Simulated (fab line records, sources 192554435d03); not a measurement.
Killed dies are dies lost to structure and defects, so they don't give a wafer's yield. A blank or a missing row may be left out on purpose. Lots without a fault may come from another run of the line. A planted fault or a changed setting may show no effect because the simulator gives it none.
Split-lot experiment | flow n5_finfet | 7 lots, 21 wafers read, on a route of 1938 steps

THE SPLIT
At N5_MOL_CONTACT_COAG_CVD_140 (deposits W, target thk 66.5 nm, time 215 s), the setting target_thk_a was moved away from the recipe's 665 angstrom on 5 of the 21 wafers read, by -12.5% to +10.2%. The other wafers ran this setting at the recipe's value.

The reading is taken at the split's own step.

THE READING
W_of_MOL_CONTACT_COAG_CVD_140.thk_nm (the simulator's own value, which no gauge read), in nm, at N5_MOL_CONTACT_COAG_CVD_140 (deposits W, target thk 66.5 nm, time 215 s). The file gives no usual value for it. The 16 wafers here that ran the recipe average 66.4 nm, standard deviation 0.55 nm.

wafer  | tool, chamber at the split | target_thk_a as run, angstrom | against the recipe | W_of_MOL_CONTACT_COAG_CVD_140.thk_nm, nm | against lot-mates on the recipe
L078.1 | cvd_w-01, 1                | 665                           | recipe             | 67.4                                     | -
L078.4 | cvd_w-01, 1                | 665                           | recipe             | 67.2                                     | -
L078.5 | cvd_w-01, 0                | 732.9                         | +10.2%             | 73.2                                     | +5.9
L085.2 | cvd_w-02, 1                | 665                           | recipe             | 66.2                                     | -
L085.4 | cvd_w-02, 0,1              | 665                           | recipe             | 66                                       | -
L085.6 | cvd_w-02, 0,1              | 665                           | recipe             | 66                                       | -
L086.1 | cvd_w-02, 0                | 581.8                         | -12.5%             | 58.2                                     | -8.4
L086.3 | cvd_w-02, 1,0              | 665                           | recipe             | 66.6                                     | -
L086.6 | cvd_w-02, 1,0              | 665                           | recipe             | 66.6                                     | -
L087.2 | cvd_w-02, 0                | 665                           | recipe             | 66.2                                     | -
L087.3 | cvd_w-02, 0                | 665                           | recipe             | 65.2                                     | -
L087.6 | cvd_w-02, 0                | 665                           | recipe             | 66.6                                     | -
L091.2 | cvd_w-01, 0                | 665                           | recipe             | 66                                       | -
L091.3 | cvd_w-01, 0                | 697.3                         | +4.9%              | 69.8                                     | +3.8
L091.4 | cvd_w-01, 1                | 697.3                         | +4.9%              | 70.6                                     | +4.6
L095.1 | cvd_w-01, 0                | 665                           | recipe             | 66                                       | -
L095.2 | cvd_w-01, 1                | 665                           | recipe             | 67.2                                     | -
L095.3 | cvd_w-01, 0                | 665                           | recipe             | 66.6                                     | -
L097.1 | cvd_w-01, 0                | 665                           | recipe             | 66                                       | -
L097.2 | cvd_w-01, 1                | 630.5                         | -5.2%              | 63.6                                     | -2.6
L097.4 | cvd_w-01, 0                | 665                           | recipe             | 66.4                                     | -
Where a row lists several chambers, the file gives one row for several wafers and doesn't say which wafer went through which chamber.

THE FIT
A straight line over all 21 wafers: W_of_MOL_CONTACT_COAG_CVD_140.thk_nm changes by +0.667 nm for each +1% of target_thk_a; r = +0.98; the points scatter about the line by 0.56 nm.
The same after taking each lot's own level away (the mean of its wafers on the recipe; 21 wafers): +0.655 nm for each +1%; r = +0.98; scatter 0.53 nm.
On that fit, the largest move of target_thk_a shifts the reading by 8.2 nm.
The lots' own levels span 66.00 to 67.30 nm, that is 2.4 times the standard deviation above.
So the lot-to-lot level changes the slope little: the two slopes agree.
Check: with one of the wafers moved furthest among these (-12.5%) left out of the fit, the line predicts -7.79 nm for it against its lot-mates. It came out at -8.4 nm against them.

OTHER SPLITS ON THESE WAFERS
These wafers also went through other splits before the reading. Each is held against what the fit with the lots' levels taken away leaves over:
other split on the same wafers               | wafers away from the commonest value | r with W_of_MOL_CONTACT_COAG_CVD_140.thk_nm (lot level and that fit taken away)
N5_SD_EPI_P_COAT_35 spin_rpm                 | 7                                    | -0.01
N5_SDB_STRIP_22 power_w                      | 12                                   | -0.03
N5_GATE_CUT_DESCUM_18 time_s                 | 9                                    | +0.20
N5_GATE_CUT_ETCH_37 bias_w                   | 9                                    | +0.07
N5_MOL_CONTACT_COAG_CONTACT_ETCH_14 source_w | 9                                    | +0.02

THE FILE'S OWN FIT
W_of_MOL_CONTACT_COAG_CVD_140.thk_nm changes by +0.64 nm for each +1% of target_thk_a, r = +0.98.
